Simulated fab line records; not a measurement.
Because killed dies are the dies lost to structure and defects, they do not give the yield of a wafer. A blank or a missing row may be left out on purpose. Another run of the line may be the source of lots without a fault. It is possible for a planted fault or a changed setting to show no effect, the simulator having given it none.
fab line records | flow nand_harc
record: lots: 6 wafers: 18 last_day: 24
route steps=1159 shown A_ONON_D1@432 END@1159
lots that met no fault: from a run of the same line without faults
start_h: start of the lot's first displayed wafer, in hours after the record's first day | wait_h: hours from the lot's prior step to this one | " the same as in the row above | L1.1+2: a single row standing in for several wafers | - either no value or no given start | * or withheld: withheld | < > ~ a bound
route shown NAME@n: names a module that has steps shown in the file, with the first one's number in the route | usual: mean/standard deviation taken from wafers without a fault | same: alike in all rows | chamber/n: place in a boat | sites: each site's reading | _std_site: the standard deviation of these | _edge_site: outer sites' mean less inner sites' | radius_mm: for every site, how far away it sits from the centre of the wafer | mask NAME#n: copy n | behind: the last tool/chamber to shape the wafer | hold: cause of the lot's hold/its duration in hours/its outcome | device: whichever transistor did not switch (one of n, p or np) | end of line: tests run on the same wafers once the route is complete | a step given without rows: its recipe and nothing more | killed: at the first sort, the dies lost to defects and structure; wafer yield is something else | map: per-die view of a wafer (x killed, . not killed, _ where there is no die)
set.NAME: the run value of the setting; set.NAME@STEP: its run value at that earlier step | model.NAME: the simulator's own value behind a step, which no gauge read
a table for each step, a row for each wafer; lots at some steps of the route
services: a tool's chamber out of use, with start hour (start_h, from the record's first day; less than 0 if before it), hours out, and reason
== steps ==
step: NHARC_A_ONON_D1_DEP_12
recipe: target_thk_a: 10000 n2_flow_sccm: 2750 n2o_flow_sccm: 2000 nh3_flow_sccm: 500 sih4_flow_sccm: 210 temp_c: 400
step: NHARC_A_ONON_D1_THK_MEAS_14
recipe: thk_meas_gauge: ellipsometry
usual: thk_nm: 1002/9.5
columns lot.wafer tool chamber start_h wait_h thk_nm
L567.2 film_metro-01 - 153.02 - 1000
L567.3 " - " " 1003
L567.4 " - " " 1001
L570.2 film_metro-02 - 181.35 - 1001
L570.3 " - " " 1001
L570.5 " - " " 999
L573.2 film_metro-01 - 196.46 - 1002
L573.4 " - " " 1004
L573.6 " - " " 1001
L576.3 film_metro-01 - 207.59 - 1002
L576.4 " - " " 1001
L576.5 " - " " 1003
L580.2 film_metro-01 - 235.15 - 1007
L580.3 " - " " 1008
L580.5 " - " " 1007
L588.2 film_metro-02 - 281.10 - 1001
L588.4 " - " " 998
L588.5 " - " " 1001
step: NHARC_A_ONON_D1_ANNEAL_15
recipe: temp_c: 750 time_s: 3600
step: NHARC_A_ONON_D1_DEP_16
recipe: target_thk_a: 10000 n2_flow_sccm: 2750 n2o_flow_sccm: 2000 nh3_flow_sccm: 500 sih4_flow_sccm: 210 temp_c: 400
step: NHARC_A_ONON_D1_THK_MEAS_18
recipe: thk_meas_gauge: ellipsometry
usual: thk_nm: 999/11
columns lot.wafer tool chamber start_h wait_h thk_nm
L567.2 film_metro-02 - 162.31 - 980
L567.3 " - " " 981
L567.4 " - " " 980
L570.2 film_metro-02 - 188.46 - 1003
L570.3 " - " " 1003
L570.5 " - " " 1001
L573.2 film_metro-02 - 214.27 - 1011
L573.4 " - " " 1013
L573.6 " - " " 1011
L576.3 film_metro-01 - 214.62 - 986
L576.4 " - " " 987
L576.5 " - " " 987
L580.2 film_metro-02 - 243.22 - 1008
L580.3 " - " " 1009
L580.5 " - " " 1009
L588.2 film_metro-01 - 288.24 - 994
L588.4 " - " " 996
L588.5 " - " " 992
step: NHARC_A_ONON_D1_DEP_19
recipe: target_thk_a: 10000 n2_flow_sccm: 2750 n2o_flow_sccm: 2000 nh3_flow_sccm: 500 sih4_flow_sccm: 210 temp_c: 400
step: NHARC_A_ONON_D1_THK_MEAS_21
recipe: thk_meas_gauge: ellipsometry
usual: thk_nm: 1004/8.5
columns lot.wafer tool chamber start_h wait_h thk_nm
L567.2 film_metro-02 - 162.87 - 1009
L567.3 " - " " 1012
L567.4 " - " " 1011
L570.2 film_metro-01 - 189.03 - 1011
L570.3 " - " " 1009
L570.5 " - " " 1011
L573.2 film_metro-01 - 214.83 - 991
L573.4 " - " " 993
L573.6 " - " " 992
L576.3 film_metro-01 - 215.19 - 997
L576.4 " - " " 998
L576.5 " - " " 997
L580.2 film_metro-02 - 243.92 - 991
L580.3 " - " " 993
L580.5 " - " " 993
L588.2 film_metro-01 - 288.80 - 1001
L588.4 " - " " 1000
L588.5 " - " " 999
step: NHARC_A_ONON_D1_DEP_22
recipe: target_thk_a: 10000 n2_flow_sccm: 2750 n2o_flow_sccm: 2000 nh3_flow_sccm: 500 sih4_flow_sccm: 210 temp_c: 400
step: NHARC_A_ONON_D1_THK_MEAS_24
recipe: thk_meas_gauge: ellipsometry
usual: thk_nm: 1002/8.4
columns lot.wafer tool chamber start_h wait_h thk_nm
L567.2 film_metro-02 - 163.44 - 996
L567.3 " - " " 998
L567.4 " - " " 995
L570.2 film_metro-01 - 189.60 - 1014
L570.3 " - " " 1015
L570.5 " - " " 1015
L573.2 film_metro-02 - 215.40 - 1015
L573.4 " - " " 1016
L573.6 " - " " 1016
L576.3 film_metro-01 - 215.76 - 1000
L576.4 " - " " 1000
L576.5 " - " " 1001
L580.2 film_metro-01 - 244.63 - 1022
L580.3 " - " " 1023
L580.5 " - " " 1023
L588.2 film_metro-02 - 289.37 - 998
L588.4 " - " " 998
L588.5 " - " " 998
step: NHARC_A_ONON_D1_DEP_25
recipe: target_thk_a: 10000 n2_flow_sccm: 2750 n2o_flow_sccm: 2000 nh3_flow_sccm: 500 sih4_flow_sccm: 210 temp_c: 400
step: NHARC_A_ONON_D1_THK_MEAS_27
recipe: thk_meas_gauge: ellipsometry
usual: thk_nm: 998/11
columns lot.wafer tool chamber start_h wait_h thk_nm
L567.2 film_metro-02 - 164.05 - 984
L567.3 " - " " 985
L567.4 " - " " 985
L570.2 film_metro-01 - 190.17 - 984
L570.3 " - " " 982
L570.5 " - " " 981
L573.2 film_metro-02 - 216.02 - 1014
L573.4 " - " " 1013
L573.6 " - " " 1013
L576.3 film_metro-02 - 216.37 - 991
L576.4 " - " " 992
L576.5 " - " " 993
L580.2 film_metro-02 - 245.33 - 987
L580.3 " - " " 988
L580.5 " - " " 987
L588.2 film_metro-02 - 289.96 - 987
L588.4 " - " " 987
L588.5 " - " " 986
step: NHARC_A_ONON_D1_DEP_28
recipe: target_thk_a: 10000 n2_flow_sccm: 2750 n2o_flow_sccm: 2000 nh3_flow_sccm: 500 sih4_flow_sccm: 210 temp_c: 400
usual: susceptor_temp_C: 399.98/0.22
columns lot.wafer tool chamber start_h wait_h susceptor_temp_C
L567.2 pecvd_onon-01 0 164.17 0.1 399.81
L567.3 " 0 " " 399.60
L567.4 " 0 " " 399.79
L570.2 pecvd_onon-04 0 190.28 0.1 400.23
L570.3 " 0 " " 400.40
L570.5 " 0 " " 400.39
L573.2 pecvd_onon-04 0 216.15 0.1 399.69
L573.4 " 0 " " 399.94
L573.6 " 0 " " 400.12
L576.3 pecvd_onon-04 0 216.56 0.2 400.34
L576.4 " 0 " " 400.18
L576.5 " 0 " " 400.30
L580.2 pecvd_onon-01 0 245.58 0.2 400.07
L580.3 " 0 " " 400.22
L580.5 " 0 " " 399.88
L588.2 pecvd_onon-01 0 290.07 0.1 400.29
L588.4 " 0 " " 400.08
L588.5 " 0 " " 400.06
step: NHARC_A_ONON_D1_THK_MEAS_30
recipe: thk_meas_gauge: ellipsometry
usual: thk_nm: 1000/14
columns lot.wafer tool chamber start_h wait_h thk_nm
L567.2 film_metro-01 - 164.62 - 1013
L567.3 " - " " 1011
L567.4 " - " " 1012
L570.2 film_metro-01 - 190.73 - 987
L570.3 " - " " 987
L570.5 " - " " 986
L573.2 film_metro-02 - 216.60 - 1307
L573.4 " - " " 1308
L573.6 " - " " 1307
L576.3 film_metro-02 - 216.95 - 1271
L576.4 " - " " 1273
L576.5 " - " " 1273
L580.2 film_metro-01 - 246.04 - 1008
L580.3 " - " " 1007
L580.5 " - " " 1008
L588.2 film_metro-01 - 290.52 - 986
L588.4 " - " " 985
L588.5 " - " " 983
step: NHARC_A_ONON_D1_DEP_33
recipe: target_thk_a: 2000 temp_c: 400 pressure_torr: 6.5 rf_w: 900 teos_flow_sccm: 161.4 flow_sccm: 2650 target_thk_nm: 200 gas: O2 material: SiO2
usual: chamber_pressure_Torr: 6.502/0.015 heater_power_w: 586/120 susceptor_temp_C: 399.99/0.2 throttle_valve_pct: 16.2/0.48
columns lot.wafer tool chamber start_h wait_h chamber_pressure_Torr heater_power_w susceptor_temp_C throttle_valve_pct
L567.3 pecvd-04 0 164.96 0.3 6.518 734 400.03 17.1
L567.2 " 2 " " 6.490 421 399.77 15.8
L567.4 " 2 " " 6.496 420 400.05 16.0
L570.3 pecvd-02 0 190.81 0.1 6.490 421 399.79 15.4
L570.2 " 1 " " 6.485 788 399.87 16.5
L570.5 " 1 " " 6.498 792 400.05 16.1
L573.2 pecvd-02 2 216.77 0.2 6.529 555 400.04 16.3
L573.4 " 0 " " 6.496 443 399.92 15.6
L573.6 " 1 " " 6.502 790 399.88 16.3
L576.3 pecvd-02 0 217.06 0.1 6.497 497 400.03 15.5
L576.5 " 2 " " 6.516 568 399.98 16.3
L576.4 " 1 " " 6.510 634 400.02 16.5
L580.2 pecvd-02 1 246.09 0.1 6.503 712 400.31 16.4
L580.3 " 0 " " 6.516 443 399.88 15.7
L580.5 " 2 " " 6.480 536 400.44 16.1
L588.2 pecvd-02 1 290.67 0.1 6.517 754 399.93 16.8
L588.5 " 2 " " 6.510 470 400.03 16.3
L588.4 " 0 " " 6.505 446 399.73 15.4
step: NHARC_END_SORT_01
recipe: temp_c: 25
usual: killed_at_array: 28/10 killed_at_other: 0.6/1.1 killed_at_periphery: 3.6/2.6 killed_dies: 32/10 killed_open: 3.3/1.8 killed_short: 1.9/1.4
same: gross_dies: 677
columns lot.wafer tool chamber start_h wait_h killed_at_array killed_at_other killed_at_periphery killed_dies killed_open killed_short
L567.2 prober-02 0 429.44 2.8 24 2 4 30 2 4
L567.3 prober-02 0 430.24 3.1 24 1 8 33 5 3
L567.4 prober-02 0 431.05 3.4 21 1 2 24 2 1
L570.2 prober-02 0 450.17 2.8 28 0 4 32 3 1
L570.3 prober-02 0 450.98 3.1 17 0 4 21 2 2
L570.5 prober-02 0 452.60 3.7 32 1 4 37 4 2
L573.2 prober-02 0 506.06 2.8 676 0 1 677 2 1
L573.4 prober-02 0 507.64 3.4 675 0 2 677 7 0
L573.6 prober-02 0 509.22 4.0 676 1 0 677 2 1
L576.3 prober-01 0 506.91 3.1 668 0 9 677 3 2
L576.4 prober-01 0 507.71 3.4 672 1 4 677 6 4
L576.5 prober-01 0 508.52 3.7 671 0 6 677 4 0
L580.2 prober-01 0 514.56 2.8 23 1 3 27 3 2
L580.3 prober-01 0 515.36 3.1 39 1 2 42 6 3
L580.5 prober-01 0 516.95 3.7 17 0 3 20 2 2
killed by level:class
L567.2 A_CHANNEL_HOLE_D1:chamber_film_flake=12 A_SLIT:chamber_film_flake=3 A_CONTACT:chamber_film_flake=3 A_ONON_D1:geometric_particle:short=2 A_STAIRCASE:chamber_film_flake=2 THIN_TSV:chamber_film_flake=2 P_CONTACT:geometric_particle:open=1 P_M1:geometric_particle:short=1
L567.3 A_CHANNEL_HOLE_D1:chamber_film_flake=9 A_CONTACT:chamber_film_flake=5 A_SLIT:chamber_film_flake=3 P_CONTACT:geometric_particle:open=2 P_STI:chamber_film_flake=2 P_GATE:chamber_film_flake=2 A_ONON_D1:geometric_particle:short=1 A_CHANNEL_FILL_D1:geometric_particle:short=1
L567.4 A_CHANNEL_HOLE_D1:chamber_film_flake=11 A_SLIT:chamber_film_flake=7 P_CONTACT:geometric_particle:short=1 A_CHANNEL_FILL_D1:geometric_particle:open=1 A_BLC:geometric_particle:open=1 P_STI:chamber_film_flake=1 A_STAIRCASE:chamber_film_flake=1 THIN_TSV:chamber_film_flake=1
L570.2 A_CHANNEL_HOLE_D1:chamber_film_flake=10 A_STAIRCASE:chamber_film_flake=7 A_SLIT:chamber_film_flake=4 P_GATE:chamber_film_flake=2 A_ZERO_WELL:chamber_film_flake=2 A_CONTACT:chamber_film_flake=2 P_CONTACT:geometric_particle:open=1 A_ONON_D1:geometric_particle:short=1
L570.3 A_CHANNEL_HOLE_D1:chamber_film_flake=7 A_CONTACT:chamber_film_flake=3 A_STAIRCASE:chamber_film_flake=2 P_M0:geometric_particle:open=1 A_ONON_D1:geometric_particle:short=1 A_CONTACT:geometric_particle:short=1 A_M0:geometric_particle:open=1 P_ZERO_WELL:chamber_film_flake=1
L570.5 A_CHANNEL_HOLE_D1:chamber_film_flake=21 A_STAIRCASE:chamber_film_flake=4 P_GATE:chamber_film_flake=2 A_CONTACT:chamber_film_flake=2 P_CONTACT:geometric_particle:short=1 P_M0:geometric_particle:open=1 A_WL_FILL:geometric_particle:short=1 A_CONTACT:geometric_particle:open=1
L573.2 A_ONON_D1:area_dep=639 A_CHANNEL_HOLE_D1:chamber_film_flake=18 A_SLIT:chamber_film_flake=11 A_WL_FILL:chamber_film_flake=2 P_M0:geometric_particle:open=1 A_ONON_D1:geometric_particle:open=1 A_M0:geometric_particle:short=1 A_ZERO_WELL:chamber_film_flake=1
L576.3 A_ONON_D1:area_dep=640 A_SLIT:chamber_film_flake=11 A_CHANNEL_HOLE_D1:chamber_film_flake=10 P_STI:chamber_film_flake=6 P_GATE:geometric_particle:open=1 A_CHANNEL_FILL_D1:geometric_particle:short=1 A_WL_FILL:geometric_particle:short=1 A_CONTACT:geometric_particle:open=1
L573.4 A_ONON_D1:area_dep=636 A_CHANNEL_HOLE_D1:chamber_film_flake=14 A_SLIT:chamber_film_flake=9 A_WL_FILL:chamber_film_flake=5 A_M0:geometric_particle:open=2 A_CONTACT:chamber_film_flake=2 P_M0:geometric_particle:open=1 A_ONON_D1:geometric_particle:open=1
L576.4 A_ONON_D1:area_dep=632 A_CHANNEL_HOLE_D1:chamber_film_flake=18 A_SLIT:chamber_film_flake=7 A_CHANNEL_FILL_D1:geometric_particle:open=3 A_WL_FILL:geometric_particle:short=2 P_STI:chamber_film_flake=2 A_ZERO_WELL:chamber_film_flake=2 A_CONTACT:chamber_film_flake=2
L576.5 A_ONON_D1:area_dep=639 A_CHANNEL_HOLE_D1:chamber_film_flake=17 A_SLIT:chamber_film_flake=11 P_STI:chamber_film_flake=4 P_CONTACT:geometric_particle:open=1 A_CHANNEL_FILL_D1:geometric_particle:open=1 A_BLC:geometric_particle:open=1 A_M0:geometric_particle:open=1
L573.6 A_ONON_D1:area_dep=637 A_SLIT:chamber_film_flake=15 A_CHANNEL_HOLE_D1:chamber_film_flake=12 A_WL_FILL:chamber_film_flake=4 A_CONTACT:chamber_film_flake=4 A_CONTACT:geometric_particle:open=2 A_WL_FILL:geometric_particle:short=1 A_STAIRCASE:chamber_film_flake=1
L580.2 A_SLIT:chamber_film_flake=10 A_CHANNEL_HOLE_D1:chamber_film_flake=5 A_CONTACT:chamber_film_flake=3 A_STAIRCASE:chamber_film_flake=2 P_GATE:geometric_particle:open=1 P_M0:geometric_particle:open=1 A_CHANNEL_HOLE_D1:geometric_particle:short=1 A_SGD_CUT:geometric_particle:short=1
L580.3 A_SLIT:chamber_film_flake=18 A_CHANNEL_HOLE_D1:chamber_film_flake=6 A_STAIRCASE:chamber_film_flake=4 A_CONTACT:geometric_particle:open=2 A_WL_FILL:chamber_film_flake=2 P_CONTACT:geometric_particle:open=1 P_CONTACT:geometric_particle:short=1 A_ONON_D1:geometric_particle:open=1
L580.5 A_SLIT:chamber_film_flake=11 A_STAIRCASE:chamber_film_flake=2 P_GATE:geometric_particle:short=1 P_CONTACT:geometric_particle:open=1 A_ONON_D1:geometric_particle:short=1 A_CHANNEL_FILL_D1:geometric_particle:open=1 P_ZERO_WELL:chamber_film_flake=1 A_WL_FILL:chamber_film_flake=1
map L573.2 (x killed, . not)
____________x____________
_________xxxxxxx_________
_______xxxxxxxxxxx_______
______xxxxxxxxxxxxx______
_____xxxxxxxxxxxxxxx_____
____xxxxxxxxxxxxxxxxx____
____xxxxxxxxxxxxxxxxx____
___xxxxxxxxxxxxxxxxxxx___
___xxxxxxxxxxxxxxxxxxx___
__xxxxxxxxxxxxxxxxxxxxx__
__xxxxxxxxxxxxxxxxxxxxx__
_xxxxxxxxxxxxxxxxxxxxxxx_
_xxxxxxxxxxxxxxxxxxxxxxx_
_xxxxxxxxxxxxxxxxxxxxxxx_
_xxxxxxxxxxxxxxxxxxxxxxx_
_xxxxxxxxxxxxxxxxxxxxxxx_
xxxxxxxxxxxxxxxxxxxxxxxxx
xxxxxxxxxxxxxxxxxxxxxxxxx
xxxxxxxxxxxxxxxxxxxxxxxxx
xxxxxxxxxxxxxxxxxxxxxxxxx
xxxxxxxxxxxxxxxxxxxxxxxxx
_xxxxxxxxxxxxxxxxxxxxxxx_
_xxxxxxxxxxxxxxxxxxxxxxx_
_xxxxxxxxxxxxxxxxxxxxxxx_
_xxxxxxxxxxxxxxxxxxxxxxx_
_xxxxxxxxxxxxxxxxxxxxxxx_
__xxxxxxxxxxxxxxxxxxxxx__
__xxxxxxxxxxxxxxxxxxxxx__
___xxxxxxxxxxxxxxxxxxx___
___xxxxxxxxxxxxxxxxxxx___
____xxxxxxxxxxxxxxxxx____
____xxxxxxxxxxxxxxxxx____
_____xxxxxxxxxxxxxxx_____
______xxxxxxxxxxxxx______
_______xxxxxxxxxxx_______
_________xxxxxxx_________
____________x____________
map L576.3 (x killed, . not)
____________x____________
_________xxxxxxx_________
_______xxxxxxxxxxx_______
______xxxxxxxxxxxxx______
_____xxxxxxxxxxxxxxx_____
____xxxxxxxxxxxxxxxxx____
____xxxxxxxxxxxxxxxxx____
___xxxxxxxxxxxxxxxxxxx___
___xxxxxxxxxxxxxxxxxxx___
__xxxxxxxxxxxxxxxxxxxxx__
__xxxxxxxxxxxxxxxxxxxxx__
_xxxxxxxxxxxxxxxxxxxxxxx_
_xxxxxxxxxxxxxxxxxxxxxxx_
_xxxxxxxxxxxxxxxxxxxxxxx_
_xxxxxxxxxxxxxxxxxxxxxxx_
_xxxxxxxxxxxxxxxxxxxxxxx_
xxxxxxxxxxxxxxxxxxxxxxxxx
xxxxxxxxxxxxxxxxxxxxxxxxx
xxxxxxxxxxxxxxxxxxxxxxxxx
xxxxxxxxxxxxxxxxxxxxxxxxx
xxxxxxxxxxxxxxxxxxxxxxxxx
_xxxxxxxxxxxxxxxxxxxxxxx_
_xxxxxxxxxxxxxxxxxxxxxxx_
_xxxxxxxxxxxxxxxxxxxxxxx_
_xxxxxxxxxxxxxxxxxxxxxxx_
_xxxxxxxxxxxxxxxxxxxxxxx_
__xxxxxxxxxxxxxxxxxxxxx__
__xxxxxxxxxxxxxxxxxxxxx__
___xxxxxxxxxxxxxxxxxxx___
___xxxxxxxxxxxxxxxxxxx___
____xxxxxxxxxxxxxxxxx____
____xxxxxxxxxxxxxxxxx____
_____xxxxxxxxxxxxxxx_____
______xxxxxxxxxxxxx______
_______xxxxxxxxxxx_______
_________xxxxxxx_________
____________x____________
== services ==
columns tool chamber start_h hours kind
pecvd-02 - 153.67 13.0 pm
pecvd-02 0 153.67 13.0 vent_cycle
pecvd-02 1 153.67 13.0 vent_cycle
pecvd-02 2 153.67 13.0 vent_cycle
pecvd-02 0 166.67 - clean
pecvd-02 1 166.67 - clean
pecvd-02 2 166.67 - clean
pecvd-02 - 168.86 2.6 repair
pecvd-04 0 186.26 3.5 repair
pecvd_onon-01 - 195.24 13.0 pm
pecvd-04 - 195.37 13.0 pm
pecvd-04 0 195.37 13.0 vent_cycle
pecvd-04 1 195.37 13.0 vent_cycle
pecvd-04 2 195.37 13.0 vent_cycle
pecvd-04 0 208.37 - clean
pecvd-04 1 208.37 - clean
pecvd-04 2 208.37 - clean
pecvd_onon-04 - 237.01 13.0 pm
== key ==
first_sign: step: NHARC_A_ONON_D1_THK_MEAS_30 reading: thk_nm direction: up sigmas: 20 usual: 1000 struck: 1290
effect: step: NHARC_END_SORT_01 reading: killed_at_array direction: up sigmas: 63 usual: 28 struck: 673
more_kills_born_at: NHARC_A_ONON_D1_DEP_28@pecvd_onon-04: 3823
met_at NHARC_A_ONON_D1_DEP_28
struck_wafers L573.2,L573.4,L573.6,L576.3,L576.4,L576.5
later_rows_left_out L573.2,L573.4,L573.6,L576.3,L576.4,L576.5
tester_left_out L573,L576
onset_between 190.28 216.15
fault: kind: process_parameter_drift tool: pecvd_onon-04 chamber: - onset_h: 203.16 steps: NHARC_A_ONON_D1_DEP_28 channel: target_thk_a offset: * shape: step end_h: 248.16 acts_in: * stated: *
tester_left_out: of these lots the tester's yield and bins aren't shown, on N5 and GAA mostly nor the transistor test; their killed dies are dies lost to structure and defects alone, not to doping, threshold or leakage, so they don't give the yield
later_rows_left_out: the simulator's readings of these wafers behind a module that went badly wrong aren't trusted and aren't shown, but for the sort
